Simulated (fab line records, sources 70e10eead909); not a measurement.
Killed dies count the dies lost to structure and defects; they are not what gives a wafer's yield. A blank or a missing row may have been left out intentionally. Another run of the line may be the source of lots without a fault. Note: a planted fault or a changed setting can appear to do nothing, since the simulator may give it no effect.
Matching of chambers | flow nand_harc | rie_diel-13 running NHARC_P_M1_DESCUM_14: 4 sister chambers
The step chemistry O2, time 3 s. 8 wafers are shown with their chamber, then 8 later ones without.

## EACH WAFER AND ITS CHAMBER
wafer  | chamber | drypump_motor_current_A (A) | oes_product_au (a.u.)
L228.6 | 2       | 5.4                         | 1.001
L230.5 | 2       | 5.4                         | 1.016
L232.1 | 1       | 6.3                         | 0.989
L233.2 | 3       | 6.2                         | 0.992
L233.5 | 1       | 6.4                         | 1.005
L236.5 | 3       | 6.3                         | 0.993
L236.6 | 0       | 5.4                         | 1.005
L237.2 | 0       | 5.4                         | 1.021

## WAFERS WHOSE CHAMBER IS MISSING
wafer  | drypump_motor_current_A (A) | oes_product_au (a.u.)
L237.4 | 5.5                         | 0.998
L237.5 | 6.3                         | 1.001
L240.2 | 6.3                         | 0.993
L240.5 | 5.4                         | 0.998
L240.6 | 6.4                         | 0.995
L243.2 | 6.3                         | 1.002
L243.4 | 5.4                         | 1.012
L243.6 | 6.3                         | 1.001

## WHICH CHAMBER EACH WENT THROUGH
wafer  | from the rows above     | in truth
L237.4 | can't be placed: 2 or 0 | 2
L237.5 | can't be placed: 1 or 3 | 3
L240.2 | can't be placed: 3 or 1 | 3
L240.5 | can't be placed: 2 or 0 | 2
L240.6 | can't be placed: 1 or 3 | 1
L243.2 | can't be placed: 1 or 3 | 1
L243.4 | can't be placed: 0 or 2 | 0
L243.6 | can't be placed: 1 or 3 | 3
Correct placement for 0 of the 8. These rows do not allow placing 8 (true chamber among the candidates in 8). 0 placed wrongly.
How it was worked out, from the rows above alone: a wafer's distance from a chamber is the root of the sum, over the readings, of the square of ((its reading less the chamber's mean) divided by the reading's scatter). If the next closest chamber is less than 2 further off than the closest, the wafer can't be placed; otherwise it belongs to the closest. For every chamber, the mean is computed from those of its wafers that are shown. The scatter: take each reading less its chamber's mean, square it, sum over the shown wafers, divide by the number of wafers less the number of chambers, and take the root.
